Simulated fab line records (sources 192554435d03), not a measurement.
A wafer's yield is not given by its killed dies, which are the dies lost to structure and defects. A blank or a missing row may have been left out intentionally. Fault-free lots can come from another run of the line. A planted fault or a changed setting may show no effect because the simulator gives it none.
Matching of chambers + flow n5_finfet + N5_BEOL_M5_ETCH_72 on rie_diel-04 has 4 sister chambers
The step etches underlayer in N2/H2, target depth 6.5 nm, time 5.2 s. 4 wafers are shown with their chamber, then 7 later ones without.

== WAFERS, EACH WITH ITS CHAMBER ==
| wafer  | chamber | showerhead_plenum_p_Torr (Torr) |
|--------|---------|---------------------------------|
| L084.3 | 1       | 2.64                            |
| L084.6 | 3       | 2.39                            |
| L086.1 | 0       | 2.65                            |
| L086.2 | 2       | 2.61                            |

== WAFERS WHOSE CHAMBER IS MISSING ==
| wafer  | showerhead_plenum_p_Torr (Torr) |
|--------|---------------------------------|
| L086.6 | 2.64                            |
| L089.3 | 2.63                            |
| L089.5 | 2.61                            |
| L089.6 | 2.63                            |
| L091.2 | 2.65                            |
| L091.3 | 2.71                            |
| L091.5 | 2.64                            |

== CHAMBER TAKEN BY EACH ==
| wafer  | from the rows above          | in truth |
|--------|------------------------------|----------|
| L086.6 | can't be placed: 1 or 0 or 2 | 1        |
| L089.3 | can't be placed: 1 or 0 or 2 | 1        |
| L089.5 | can't be placed: 2 or 1 or 0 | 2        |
| L089.6 | can't be placed: 1 or 0 or 2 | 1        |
| L091.2 | can't be placed: 0 or 1 or 2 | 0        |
| L091.3 | can't be placed: 0 or 1 or 2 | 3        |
| L091.5 | can't be placed: 1 or 0 or 2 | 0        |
Correct placement for 0 of the 7. Can't be placed from these rows: 7 (the true chamber is among the candidates in 6). Wrongly placed: 0.
How it was worked out, from the rows above alone: a wafer's distance from a chamber is the root of the sum, over the readings, of the square of ((its reading less the chamber's mean) divided by the reading's scatter). If the next closest chamber is less than 2 further off than the closest, the wafer can't be placed; otherwise it belongs to the closest. A chamber's mean is the mean of its shown wafers. The scatter: with one shown wafer a chamber, the root of the mean of the squares of how far each hidden wafer lies from its nearest shown one.
